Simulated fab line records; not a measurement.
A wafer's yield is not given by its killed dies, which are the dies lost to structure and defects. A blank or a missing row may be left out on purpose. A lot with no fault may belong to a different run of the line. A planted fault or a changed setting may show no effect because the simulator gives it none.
fab line records	flow nandHarc
record lots=24	wafers=72	lastDay=25
route steps=1159 shown A_CONTACT@916 A_BLC@974 A_M1@1039
lots with no fault: from the same line, run without faults
startH: hours from the record's first day to the start of the lot's first wafer shown	waitH: hours from the lot's prior step to this one	" identical to the entry in the row above	L1.1+2: one row covering several wafers at once	- no value present, or no start provided	* or withheld: withheld	< > ~ a bound
route shown NAME@n: a module of which the file shows steps, and the number in the route of the first	usual: mean/standard deviation of fault-free wafers	same: alike in all rows	chamber/n: place in a boat	sites: readings site by site	_std_site: standard deviation across them	_edge_site: the outer-site mean with the inner-site mean subtracted	radiusMm: how far each site lies from the wafer's centre	mask NAME#n: copy n	behind: tool/chamber where the wafer was last shaped	hold: reason for holding the lot/hours on hold/outcome of the hold	device: the transistor (n, p or np) that didn't switch	end of line: at the end of the route, the tests of the same wafers	a step given without rows: its recipe and nothing more	killed: dies that structure and defects cost at the first sort, which is not the same as the wafer's yield	map: a wafer's dies, marking killed ones x, the rest . and places with no die _
set.NAME: the setting as run; set.NAME@STEP: as run at that earlier step	model.NAME: the simulator's own value behind a step, which no gauge read
one table for each step of the route and one row for each wafer, over a sample of lots
services: the hour from which a tool's chamber was out of use, counted from the record's first day as startH (under 0 if before that day), plus the number of hours and why
## steps
# step NHARC_A_CONTACT_CD_MEAS_80
# usual cdNm=189.8/0.55
lot.wafer	tool	chamber	startH	waitH	cdNm
L074.1	cdSem-03	-	379.92	-	190.4
L074.2	"	-	"	"	189.7
L074.5	"	-	"	"	189.8
L076.1	cdSem-01	-	389.21	-	190.3
L076.5	"	-	"	"	190.1
L076.6	"	-	"	"	190.1
L075.1	cdSem-01	-	390.08	-	189.7
L075.2	"	-	"	"	190.7
L075.4	"	-	"	"	189.9
L079.1	cdSem-01	-	395.20	-	189.3
L079.4	"	-	"	"	188.9
L079.6	"	-	"	"	189.9
L077.1	cdSem-02	-	395.59	-	189.2
L077.3	"	-	"	"	188.9
L077.6	"	-	"	"	189.3
L078.3	cdSem-01	-	415.99	-	189.4
L078.4	"	-	"	"	189.2
L078.5	"	-	"	"	189.3
L082.2	cdSem-03	-	424.38	-	190.9
L082.3	"	-	"	"	190.2
L082.5	"	-	"	"	190.6
L081.2	cdSem-01	-	424.84	-	189.9
L081.3	"	-	"	"	189.8
L081.4	"	-	"	"	189.8
L084.1	cdSem-02	-	429.72	-	190.3
L084.4	"	-	"	"	190.5
L084.6	"	-	"	"	190.3
L080.1	cdSem-01	-	430.56	-	190.0
L080.5	"	-	"	"	190.5
L080.6	"	-	"	"	190.3
L083.2	cdSem-01	-	435.51	-	190.3
L083.3	"	-	"	"	189.8
L083.5	"	-	"	"	189.7
L085.2	cdSem-01	-	449.54	-	189.5
L085.3	"	-	"	"	190.5
L085.6	"	-	"	"	190.0
L088.3	cdSem-02	-	451.03	-	190.0
L088.5	"	-	"	"	189.9
L088.6	"	-	"	"	189.7
L087.1	cdSem-03	-	454.17	-	190.4
L087.3	"	-	"	"	189.7
L087.5	"	-	"	"	190.5
L086.1	cdSem-02	-	467.29	-	189.1
L086.5	"	-	"	"	189.5
L086.6	"	-	"	"	189.5
L089.1	cdSem-02	-	468.94	-	190.5
L089.3	"	-	"	"	190.7
L089.6	"	-	"	"	190.2
L091.1	cdSem-02	-	479.60	-	189.8
L091.3	"	-	"	"	189.2
L091.4	"	-	"	"	189.4
L090.1	cdSem-02	-	481.29	-	189.5
L090.2	"	-	"	"	189.7
L090.6	"	-	"	"	189.8
L093.4	cdSem-03	-	483.69	-	190.0
L093.5	"	-	"	"	189.8
L093.6	"	-	"	"	189.0
L092.2	cdSem-03	-	484.73	-	189.9
L092.4	"	-	"	"	190.0
L092.5	"	-	"	"	190.0
L094.3	cdSem-01	-	513.52	-	188.5
L094.4	"	-	"	"	189.1
L094.5	"	-	"	"	189.1
L095.1	cdSem-03	-	517.41	-	189.1
L095.2	"	-	"	"	189.7
L095.4	"	-	"	"	188.9
L096.3	cdSem-02	-	522.12	-	190.2
L096.5	"	-	"	"	189.5
L096.6	"	-	"	"	190.0
L097.1	cdSem-02	-	525.79	-	190.4
L097.5	"	-	"	"	190.4
L097.6	"	-	"	"	189.6
# step NHARC_A_CONTACT_CD_MEAS_08
# recipe targetCdNm=100	landingEnergyEv=500
# usual cdNm=100.0/0.51
lot.wafer	tool	chamber	startH	waitH	cdNm
L074.1	cdSem-02	0	384.26	-	99.7
L074.2	"	0	"	"	99.2
L074.5	"	0	"	"	99.1
L076.1	cdSem-03	0	393.01	-	101.0
L076.5	"	0	"	"	100.5
L076.6	"	0	"	"	99.9
L075.1	cdSem-02	0	393.88	-	100.4
L075.2	"	0	"	"	99.9
L075.4	"	0	"	"	100.3
L079.1	cdSem-01	0	399.01	-	99.4
L079.4	"	0	"	"	100.3
L079.6	"	0	"	"	99.9
L077.1	cdSem-01	0	401.53	-	99.8
L077.3	"	0	"	"	100.0
L077.6	"	0	"	"	99.4
L078.3	cdSem-02	0	421.22	-	99.4
L078.4	"	0	"	"	98.8
L078.5	"	0	"	"	100.0
L082.2	cdSem-01	0	427.31	-	99.6
L082.3	"	0	"	"	99.3
L082.5	"	0	"	"	99.5
L081.2	cdSem-01	0	427.82	-	100.5
L081.3	"	0	"	"	99.4
L081.4	"	0	"	"	100.4
L084.1	cdSem-01	0	432.81	-	99.2
L084.4	"	0	"	"	99.5
L084.6	"	0	"	"	100.0
L080.1	cdSem-02	0	433.86	-	100.5
L080.5	"	0	"	"	99.9
L080.6	"	0	"	"	100.2
L083.2	cdSem-03	0	439.58	-	100.1
L083.3	"	0	"	"	99.6
L083.5	"	0	"	"	100.6
L085.2	cdSem-01	0	452.47	-	100.2
L085.3	"	0	"	"	100.5
L085.6	"	0	"	"	99.4
L088.3	cdSem-03	0	456.50	-	99.5
L088.5	"	0	"	"	99.2
L088.6	"	0	"	"	99.7
L087.1	cdSem-01	0	458.27	-	100.2
L087.3	"	0	"	"	100.3
L087.5	"	0	"	"	101.0
L086.1	cdSem-01	0	474.10	-	99.5
L086.5	"	0	"	"	99.9
L086.6	"	0	"	"	100.1
L089.1	cdSem-03	0	475.03	-	100.0
L089.3	"	0	"	"	100.0
L089.6	"	0	"	"	99.3
L091.1	cdSem-02	0	482.83	-	100.7
L091.3	"	0	"	"	100.1
L091.4	"	0	"	"	100.5
L090.1	cdSem-02	0	488.27	-	100.2
L090.2	"	0	"	"	100.0
L090.6	"	0	"	"	99.7
L093.4	cdSem-01	0	488.36	-	99.8
L093.5	"	0	"	"	99.9
L093.6	"	0	"	"	100.3
L092.2	cdSem-01	0	489.05	-	99.6
L092.4	"	0	"	"	99.9
L092.5	"	0	"	"	99.9
L094.3	cdSem-03	0	517.75	-	100.0
L094.4	"	0	"	"	100.2
L094.5	"	0	"	"	100.5
L095.1	cdSem-03	0	521.42	-	99.5
L095.2	"	0	"	"	99.4
L095.4	"	0	"	"	99.5
L096.3	cdSem-02	0	525.38	-	100.6
L096.5	"	0	"	"	100.5
L096.6	"	0	"	"	101.6
L097.1	cdSem-02	0	530.38	-	100.1
L097.5	"	0	"	"	100.0
L097.6	"	0	"	"	99.9
# step NHARC_A_CONTACT_ALD_18
# recipe targetThkA=30	pulseTimeS=1	aldCycles=150	tempC=450	material=TiN
# usual heaterPowerW=1008/81	precursorPulseHeightRel=1.001/0.021
lot.wafer	tool	chamber	startH	waitH	heaterPowerW	precursorPulseHeightRel
L074.2	aldMetal-03	2	387.77	-	872	1.003
L074.1	"	0	"	"	1070	0.992
L074.5	"	2	"	"	906	0.962
L076.1	aldMetal-03	1	396.64	-	1143	1.013
L076.6	"	2	"	"	878	0.995
L076.5	"	3	"	"	1019	1.044
L075.4	aldMetal-04	0	397.47	-	1070	1.012
L075.1	"	1	"	"	1020	1.015
L075.2	"	2	"	"	929	0.971
L079.1	aldMetal-03	1	402.65	-	1147	1.019
L079.4	"	0	"	"	1063	1.002
L079.6	"	1	"	"	1143	1.028
L077.1	aldMetal-02	2	404.97	-	966	1.023
L077.3	"	3	"	"	1147	0.975
L077.6	"	1	"	"	984	0.981
L078.4	aldMetal-04	2	425.15	-	900	0.983
L078.3	"	1	"	"	996	0.987
L078.5	"	2	"	"	887	1.009
L082.3	aldMetal-04	0	430.78	-	1043	0.993
L082.2	"	3	"	"	970	1.004
L082.5	"	0	"	"	1022	1.022
L081.3	aldMetal-02	1	431.46	-	993	1.051
L081.4	"	2	"	"	975	0.978
L081.2	"	0	"	"	1105	1.005
L084.4	aldMetal-04	1	436.39	-	969	0.982
L084.1	"	2	"	"	884	1.035
L084.6	"	1	"	"	996	0.989
L080.1	aldMetal-03	2	437.65	-	917	0.997
L080.5	"	0	"	"	1063	0.981
L080.6	"	1	"	"	1147	0.953
L083.3	aldMetal-04	0	443.36	-	1053	1.025
L083.2	"	2	"	"	871	0.965
L083.5	"	1	"	"	987	1.002
L085.3	aldMetal-04	2	455.95	-	885	1.012
L085.2	"	0	"	"	1049	0.991
L085.6	"	2	"	"	885	0.974
L088.3	aldMetal-04	2	460.89	-	905	1.008
L088.5	"	1	"	"	993	1.000
L088.6	"	2	"	"	897	1.006
L087.1	aldMetal-03	3	461.76	-	1027	0.971
L087.3	"	0	"	"	1049	1.009
L087.5	"	3	"	"	1072	1.015
L086.1	aldMetal-03	3	477.99	-	1034	0.970
L086.5	"	0	"	"	1049	0.989
L086.6	"	1	"	"	1148	1.019
L089.1	aldMetal-04	2	478.70	-	875	0.975
L089.3	"	1	"	"	988	1.032
L089.6	"	2	"	"	874	0.986
L091.4	aldMetal-03	1	486.40	-	1157	0.997
L091.1	"	2	"	"	922	1.028
L091.3	"	0	"	"	1023	1.011
L090.2	aldMetal-04	0	491.70	-	1056	0.978
L090.1	"	2	"	"	910	1.029
L090.6	"	0	"	"	1033	1.014
L093.4	aldMetal-03	0	492.20	-	1054	1.005
L093.5	"	3	"	"	1015	0.984
L093.6	"	0	"	"	1049	1.000
L092.2	aldMetal-04	3	492.91	-	981	0.985
L092.4	"	0	"	"	1025	1.034
L092.5	"	3	"	"	966	1.010
L094.3	aldMetal-02	2	521.51	-	970	0.991
L094.4	"	0	"	"	1087	1.035
L094.5	"	3	"	"	1160	1.032
L095.4	aldMetal-02	0	526.70	-	1093	0.996
L095.2	"	2	"	"	945	0.987
L095.1	"	3	"	"	1152	1.024
L096.3	aldMetal-03	2	529.92	-	887	1.030
L096.6	"	0	"	"	979	0.996
L096.5	"	1	"	"	1122	1.019
L097.1	aldMetal-02	0	534.09	-	1069	0.969
L097.6	"	2	"	"	967	0.996
L097.5	"	3	"	"	1155	1.020
# step NHARC_A_BLC_CD_MEAS_10
# recipe targetCdNm=100	landingEnergyEv=500
# usual cdNm=100.0/0.51
lot.wafer	tool	chamber	startH	waitH	cdNm
L074.1	cdSem-01	0	396.60	-	99.5
L074.2	"	0	"	"	99.0
L074.5	"	0	"	"	99.3
L076.1	cdSem-03	0	398.86	-	99.3
L076.5	"	0	"	"	99.2
L076.6	"	0	"	"	99.9
L075.1	cdSem-01	0	399.47	-	99.6
L075.2	"	0	"	"	99.1
L075.4	"	0	"	"	100.3
L079.1	cdSem-01	0	405.78	-	99.7
L079.4	"	0	"	"	99.9
L079.6	"	0	"	"	99.8
L077.1	cdSem-03	0	406.96	-	99.5
L077.3	"	0	"	"	99.3
L077.6	"	0	"	"	99.7
L078.3	cdSem-02	0	427.23	-	100.5
L078.4	"	0	"	"	99.6
L078.5	"	0	"	"	99.9
L082.2	cdSem-01	0	435.86	-	100.7
L082.3	"	0	"	"	100.6
L082.5	"	0	"	"	100.0
L081.2	cdSem-01	0	436.73	-	100.3
L081.3	"	0	"	"	100.1
L081.4	"	0	"	"	100.1
L084.1	cdSem-02	0	444.18	-	99.8
L084.4	"	0	"	"	99.2
L084.6	"	0	"	"	99.5
L080.1	cdSem-03	0	444.94	-	99.9
L080.5	"	0	"	"	99.8
L080.6	"	0	"	"	100.7
L083.2	cdSem-01	0	450.43	-	100.2
L083.3	"	0	"	"	101.6
L083.5	"	0	"	"	100.4
L085.2	cdSem-02	0	461.89	-	100.3
L085.3	"	0	"	"	100.3
L085.6	"	0	"	"	100.0
L088.3	cdSem-01	0	466.85	-	99.6
L088.5	"	0	"	"	100.4
L088.6	"	0	"	"	100.8
L087.1	cdSem-01	0	466.97	-	99.8
L087.3	"	0	"	"	100.2
L087.5	"	0	"	"	99.6
L086.1	cdSem-03	0	483.03	-	100.3
L086.5	"	0	"	"	100.1
L086.6	"	0	"	"	100.3
L089.1	cdSem-01	0	483.75	-	100.4
L089.3	"	0	"	"	99.9
L089.6	"	0	"	"	100.0
L091.1	cdSem-03	0	490.67	-	99.5
L091.3	"	0	"	"	100.1
L091.4	"	0	"	"	99.8
L090.1	cdSem-02	0	495.01	-	100.4
L090.2	"	0	"	"	100.2
L090.6	"	0	"	"	100.5
L093.4	cdSem-01	0	495.76	-	99.7
L093.5	"	0	"	"	99.6
L093.6	"	0	"	"	100.4
L092.2	cdSem-01	0	496.93	-	100.7
L092.4	"	0	"	"	99.4
L092.5	"	0	"	"	100.9
L094.3	cdSem-01	0	523.63	-	99.9
L094.4	"	0	"	"	100.3
L094.5	"	0	"	"	100.0
L095.1	cdSem-03	0	537.45	-	99.9
L095.2	"	0	"	"	99.8
L095.4	"	0	"	"	100.2
L096.3	cdSem-03	0	538.07	-	100.9
L096.5	"	0	"	"	99.6
L096.6	"	0	"	"	100.5
L097.1	cdSem-03	0	538.81	-	100.7
L097.5	"	0	"	"	99.9
L097.6	"	0	"	"	100.7
# step NHARC_A_BLC_CD_MEAS_19
# usual cdNm=99.3/2.2
lot.wafer	tool	chamber	startH	waitH	cdNm
L074.1	cdSem-02	-	397.77	-	102.6
L074.2	"	-	"	"	100.6
L074.5	"	-	"	"	101.1
L076.1	cdSem-02	-	400.07	-	99.5
L076.5	"	-	"	"	100.0
L076.6	"	-	"	"	98.3
L075.1	cdSem-03	-	400.81	-	100.4
L075.2	"	-	"	"	99.3
L075.4	"	-	"	"	104.0
L079.1	cdSem-02	-	406.93	-	101.9
L079.4	"	-	"	"	99.8
L079.6	"	-	"	"	98.6
L077.1	cdSem-03	-	408.10	-	99.2
L077.3	"	-	"	"	98.8
L077.6	"	-	"	"	98.3
L078.3	cdSem-02	-	428.38	-	103.2
L078.4	"	-	"	"	100.1
L078.5	"	-	"	"	99.9
L082.2	cdSem-01	-	437.01	-	103.2
L082.3	"	-	"	"	104.5
L082.5	"	-	"	"	99.4
L081.2	cdSem-03	-	437.95	-	99.3
L081.3	"	-	"	"	104.5
L081.4	"	-	"	"	99.3
L084.1	cdSem-03	-	445.33	-	100.6
L084.4	"	-	"	"	97.9
L084.6	"	-	"	"	97.4
L080.1	cdSem-03	-	446.10	-	101.2
L080.5	"	-	"	"	100.0
L080.6	"	-	"	"	100.1
L083.2	cdSem-03	-	451.59	-	101.3
L083.3	"	-	"	"	101.4
L083.5	"	-	"	"	103.2
L085.2	cdSem-02	-	463.04	-	102.1
L085.3	"	-	"	"	101.3
L085.6	"	-	"	"	99.0
L088.3	cdSem-01	-	468.20	-	97.0
L088.5	"	-	"	"	97.2
L088.6	"	-	"	"	93.5
L087.1	cdSem-02	-	468.39	-	97.7
L087.3	"	-	"	"	97.2
L087.5	"	-	"	"	101.2
L086.1	cdSem-03	-	484.20	-	100.8
L086.5	"	-	"	"	95.5
L086.6	"	-	"	"	99.5
L089.1	cdSem-02	-	484.90	-	99.5
L089.3	"	-	"	"	98.7
L089.6	"	-	"	"	99.7
L091.1	cdSem-03	-	491.84	-	99.4
L091.3	"	-	"	"	102.0
L091.4	"	-	"	"	95.7
L090.1	cdSem-02	-	496.17	-	95.7
L090.2	"	-	"	"	93.7
L090.6	"	-	"	"	96.0
L093.4	cdSem-03	-	496.94	-	97.8
L093.5	"	-	"	"	98.2
L093.6	"	-	"	"	97.1
L092.2	cdSem-01	-	498.07	-	99.0
L092.4	"	-	"	"	96.4
L092.5	"	-	"	"	100.5
L094.3	cdSem-03	-	524.79	-	102.2
L094.4	"	-	"	"	95.3
L094.5	"	-	"	"	99.2
L095.1	cdSem-01	-	538.61	-	98.5
L095.2	"	-	"	"	97.6
L095.4	"	-	"	"	95.1
L096.3	cdSem-02	-	539.36	-	97.8
L096.5	"	-	"	"	99.3
L096.6	"	-	"	"	100.1
L097.1	cdSem-02	-	539.96	-	103.5
L097.5	"	-	"	"	95.8
L097.6	"	-	"	"	100.2
# step NHARC_A_M1_DESCUM_14
# recipe timeS=3	o2FlowSccm=200	arFlowSccm=0	biasPowerW=0	chemistry=O2
# usual drypumpMotorCurrentA=5.7/0.45	o2FlowSccm=200.0/0.54	oesProductAu=0.999/0.011	rfVppV=58.0/0.9	showerheadPlenumPTorr=1.96/0.087	throttleValvePct=11.310/0.0088
lot.wafer	tool	chamber	startH	waitH	drypumpMotorCurrentA	o2FlowSccm	oesProductAu	rfHoursCounterH	rfVppV	showerheadPlenumPTorr	throttleValvePct
L074.2	rieDiel-05	1	404.97	0.1	5.3	200.3	1.024	6	57.8	1.83	11.320
L074.1	"	2	"	"	5.1	201.0	0.989	7	58.6	2.04	11.312
L074.5	"	0	"	"	5.5	200.3	1.002	-	57.8	1.96	11.321
L076.1	rieDiel-09	0	409.28	0.1	5.7	201.3	1.003	4	56.5	2.06	11.300
L076.6	"	0	"	"	5.7	200.3	1.001	-	58.2	2.06	11.321
L076.5	"	1	"	"	5.2	199.1	1.018	-	58.4	2.03	11.315
L075.4	rieDiel-05	0	409.65	0.1	5.5	200.3	0.994	5	59.5	1.96	11.311
L075.2	"	1	"	"	5.3	200.6	1.016	7	57.6	1.83	11.314
L075.1	"	2	"	"	5.1	200.7	0.982	7	58.2	2.04	11.312
L079.1	rieDiel-05	1	416.05	0.1	5.3	200.0	1.016	8	57.2	1.83	11.306
L079.4	"	3	"	"	5.1	199.1	1.002	7	58.4	2.02	11.312
L079.6	"	0	"	"	5.5	200.1	1.010	-	58.3	1.96	11.311
L077.1	rieDiel-05	2	416.71	0.1	5.1	199.9	0.991	8	59.6	2.04	11.304
L077.3	"	3	"	"	5.1	199.2	1.004	7	59.0	2.02	11.324
L077.6	"	2	"	"	5.1	200.8	0.987	-	57.5	2.04	11.302
L078.4	rieDiel-10	0	435.51	0.1	6.3	200.7	1.017	0	58.8	2.02	11.289
L078.3	"	1	"	"	5.9	199.6	0.997	0	56.1	1.80	11.329
L078.5	"	0	"	"	6.3	200.7	1.020	-	58.5	2.02	11.317
L081.3	rieDiel-10	0	450.06	0.1	6.3	199.5	1.018	1	57.7	2.01	11.315
L081.2	"	2	"	"	5.3	200.1	1.006	1	59.1	1.95	11.317
L081.4	"	3	"	"	6.1	200.3	1.000	1	58.3	1.91	11.308
L082.3	rieDiel-09	3	450.22	0.1	6.0	199.2	0.998	0	57.1	1.87	11.302
L082.2	"	1	"	"	5.2	200.3	0.989	0	58.5	2.03	11.309
L082.5	"	0	"	"	5.7	200.1	1.005	-	57.7	2.06	11.329
L084.4	rieDiel-05	0	455.47	0.1	5.5	200.5	1.003	9	58.6	1.96	11.308
L084.1	"	1	"	"	5.3	199.5	1.004	11	57.2	1.83	11.317
L084.6	"	0	"	"	5.5	199.9	1.003	-	58.9	1.96	11.306
L080.1	rieDiel-09	3	456.42	0.1	6.0	200.0	1.000	0	58.5	1.87	11.306
L080.6	"	2	"	"	6.5	200.0	0.980	-	58.8	2.05	11.312
L080.5	"	3	"	"	6.0	200.1	0.998	-	58.4	1.87	11.325
L083.3	rieDiel-05	0	459.28	0.1	5.5	199.5	0.996	9	57.2	1.96	11.317
L083.2	"	1	"	"	5.3	200.7	1.010	11	56.1	1.83	11.317
L083.5	"	3	"	"	5.1	199.7	1.006	-	59.5	2.02	11.307
L085.3	rieDiel-09	1	471.91	0.1	5.2	199.6	0.992	1	59.3	2.03	11.316
L085.2	"	3	"	"	6.0	200.0	0.993	1	57.0	1.87	11.313
L085.6	"	1	"	"	5.2	199.2	0.997	-	58.2	2.03	11.320
L088.3	rieDiel-10	0	475.18	0.1	6.3	199.8	1.015	4	57.9	2.01	11.293
L088.6	"	2	"	"	5.3	200.6	1.001	-	57.2	1.95	11.295
L088.5	"	3	"	"	6.0	200.1	0.997	-	57.6	1.91	11.313
L087.1	rieDiel-09	2	475.45	0.1	6.5	199.6	0.991	1	58.0	2.05	11.311
L087.3	"	0	"	"	5.7	199.4	1.000	1	58.0	2.06	11.304
L087.5	"	2	"	"	6.5	200.3	0.986	-	58.9	2.05	11.303
L086.1	rieDiel-09	2	493.80	0.1	6.5	199.2	1.000	1	58.9	2.05	11.321
L086.5	"	0	"	"	5.7	199.1	0.997	-	57.4	2.06	11.322
L086.6	"	1	"	"	5.3	200.0	0.995	-	57.7	2.03	11.303
L089.3	rieDiel-09	0	494.66	0.1	5.6	200.0	0.992	1	60.4	2.06	11.292
L089.1	"	1	"	"	5.2	199.9	0.982	1	57.4	2.03	11.317
L089.6	"	2	"	"	6.5	200.2	0.979	-	57.9	2.05	11.304
L091.4	rieDiel-10	1	500.98	0.1	5.9	200.4	0.993	5	55.5	1.80	11.304
L091.1	"	2	"	"	5.3	200.2	0.991	4	58.2	1.95	11.296
L091.3	"	0	"	"	6.3	199.4	1.007	5	56.7	2.01	11.306
L090.2	rieDiel-10	2	508.94	0.1	5.3	200.4	0.993	5	58.6	1.95	11.305
L090.1	"	0	"	"	6.3	200.2	1.015	6	58.9	2.01	11.304
L090.6	"	2	"	"	5.3	201.3	0.996	-	57.6	1.95	11.304
L093.4	rieDiel-10	3	509.69	0.1	6.1	199.4	1.009	5	56.2	1.91	11.318
L093.5	"	1	"	"	5.9	199.8	0.988	-	57.0	1.80	11.305
L093.6	"	2	"	"	5.3	200.0	0.991	-	56.3	1.95	11.303
L092.2	rieDiel-09	1	510.02	0.1	5.2	199.6	0.984	1	58.1	2.03	11.307
L092.4	"	2	"	"	6.5	200.0	0.985	1	58.0	2.05	11.314
L092.5	"	3	"	"	6.0	199.2	0.981	-	56.5	1.87	11.310
L094.4	rieDiel-09	1	536.08	0.1	5.2	200.1	0.982	2	59.2	2.03	11.300
L094.3	"	2	"	"	6.5	200.6	0.986	2	59.5	2.05	11.304
L094.5	"	0	"	"	5.6	199.8	0.997	-	58.8	2.06	11.304
L096.3	rieDiel-05	2	546.62	0.1	5.1	199.5	1.003	2	57.7	2.03	11.312
L096.5	"	0	"	"	5.4	200.4	1.011	-	58.6	1.96	11.289
L096.6	"	1	"	"	5.3	200.2	0.998	-	57.9	1.83	11.310
L095.1	rieDiel-10	3	546.83	0.1	6.0	199.9	1.000	0	60.2	1.91	11.302
L095.4	"	0	"	"	6.3	200.4	0.996	0	57.7	2.01	11.333
L095.2	"	1	"	"	5.9	201.0	0.984	0	58.6	1.80	11.315
L097.1	rieDiel-05	0	547.45	0.1	5.5	199.7	1.014	1	58.6	1.96	11.318
L097.6	"	2	"	"	5.1	200.1	1.001	-	59.3	2.03	11.299
L097.5	"	3	"	"	5.1	200.1	1.016	-	57.6	2.01	11.298
## services
tool	chamber	startH	hours	kind
aldMetal-02	-	364.00	10.0	pm
rieDiel-05	3	378.93	7.5	repair
rieDiel-05	0	395.82	8.7	repair
aldMetal-04	-	406.00	10.0	pm
aldMetal-04	0	406.00	10.0	ventCycle
aldMetal-04	1	406.00	10.0	ventCycle
aldMetal-04	2	406.00	10.0	ventCycle
aldMetal-04	3	406.00	10.0	ventCycle
rieDiel-09	-	431.10	9.0	pm
rieDiel-10	2	452.57	2.5	repair
aldMetal-02	-	461.76	0.5	repair
rieDiel-09	-	465.04	0.3	repair
aldMetal-04	1	489.25	26.9	repair
aldMetal-04	2	493.47	31.1	repair
aldMetal-03	-	500.00	10.0	pm
aldMetal-04	0	509.81	8.1	repair
rieDiel-09	1	512.13	18.6	repair
aldMetal-04	-	512.54	0.6	repair
rieDiel-05	-	517.60	9.0	pm
aldMetal-03	-	521.44	0.9	repair
aldMetal-02	-	521.91	0.7	repair
rieDiel-05	0	528.34	4.5	repair
rieDiel-10	-	530.50	9.0	pm
aldMetal-02	-	542.00	10.0	pm
## key
fault none
